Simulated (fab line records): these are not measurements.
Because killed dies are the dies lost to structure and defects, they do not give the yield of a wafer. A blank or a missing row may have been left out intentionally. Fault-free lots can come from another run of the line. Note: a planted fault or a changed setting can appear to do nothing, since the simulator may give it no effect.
Matching of chambers || flow nandHarc || NHARC_A_SGD_CUT_ETCH_58 on rieDiel-09 has 4 sister chambers
The step etches the open film in CF4, target depth 39 nm, time 65 s. 7 wafers are shown with their chamber, then 9 later ones without.

WAFERS PAIRED WITH THEIR CHAMBERS
{"wafer": "L077.2", "chamber": 2, "drypumpMotorCurrentA (A)": 6.0, "oesProductAu (a.u.)": 1.003}
{"wafer": "L084.4", "chamber": 1, "drypumpMotorCurrentA (A)": 5.8, "oesProductAu (a.u.)": 1.017}
{"wafer": "L086.3", "chamber": 3, "drypumpMotorCurrentA (A)": 6.1, "oesProductAu (a.u.)": 1.010}
{"wafer": "L086.5", "chamber": 0, "drypumpMotorCurrentA (A)": 5.8, "oesProductAu (a.u.)": 0.998}
{"wafer": "L088.2", "chamber": 1, "drypumpMotorCurrentA (A)": 5.9, "oesProductAu (a.u.)": 1.009}
{"wafer": "L088.4", "chamber": 0, "drypumpMotorCurrentA (A)": 5.8, "oesProductAu (a.u.)": 0.986}
{"wafer": "L088.6", "chamber": 3, "drypumpMotorCurrentA (A)": 6.1, "oesProductAu (a.u.)": 0.998}

WAFERS MISSING THEIR CHAMBER
{"wafer": "L090.1", "drypumpMotorCurrentA (A)": 6.0, "oesProductAu (a.u.)": 0.993}
{"wafer": "L090.3", "drypumpMotorCurrentA (A)": 5.8, "oesProductAu (a.u.)": 0.994}
{"wafer": "L090.6", "drypumpMotorCurrentA (A)": 6.0, "oesProductAu (a.u.)": 1.001}
{"wafer": "L093.1", "drypumpMotorCurrentA (A)": 5.8, "oesProductAu (a.u.)": 1.004}
{"wafer": "L093.3", "drypumpMotorCurrentA (A)": 5.8, "oesProductAu (a.u.)": 1.012}
{"wafer": "L093.5", "drypumpMotorCurrentA (A)": 5.8, "oesProductAu (a.u.)": 1.006}
{"wafer": "L096.2", "drypumpMotorCurrentA (A)": 5.8, "oesProductAu (a.u.)": 0.981}
{"wafer": "L096.5", "drypumpMotorCurrentA (A)": 5.8, "oesProductAu (a.u.)": 0.994}
{"wafer": "L096.6", "drypumpMotorCurrentA (A)": 6.1, "oesProductAu (a.u.)": 1.008}

THE CHAMBER EACH PASSED THROUGH
{"wafer": "L090.1", "from the rows above": "can't be placed: 2 or 3", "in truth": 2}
{"wafer": "L090.3", "from the rows above": 0, "in truth": 0}
{"wafer": "L090.6", "from the rows above": 2, "in truth": 2}
{"wafer": "L093.1", "from the rows above": "can't be placed: 0 or 1", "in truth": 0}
{"wafer": "L093.3", "from the rows above": "can't be placed: 1 or 0", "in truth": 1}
{"wafer": "L093.5", "from the rows above": "can't be placed: 1 or 0", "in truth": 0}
{"wafer": "L096.2", "from the rows above": 0, "in truth": 0}
{"wafer": "L096.5", "from the rows above": 0, "in truth": 0}
{"wafer": "L096.6", "from the rows above": 3, "in truth": 3}
Placed correctly: 5 of 9. Unplaceable from these rows: 4, with the true chamber sitting among the candidates in 4. 0 placed wrongly.
How it was worked out, from the rows above alone: a wafer's distance from a chamber is the root of the sum, over the readings, of the square of ((its reading less the chamber's mean) divided by the reading's scatter). If the next closest chamber is less than 2 further off than the closest, the wafer can't be placed; otherwise it belongs to the closest. For every chamber, the mean is computed from those of its wafers that are shown. How the scatter is found: for the shown wafers, subtract from each reading the mean of its chamber, square and add these, divide the total by (wafers less chambers), then take the root.
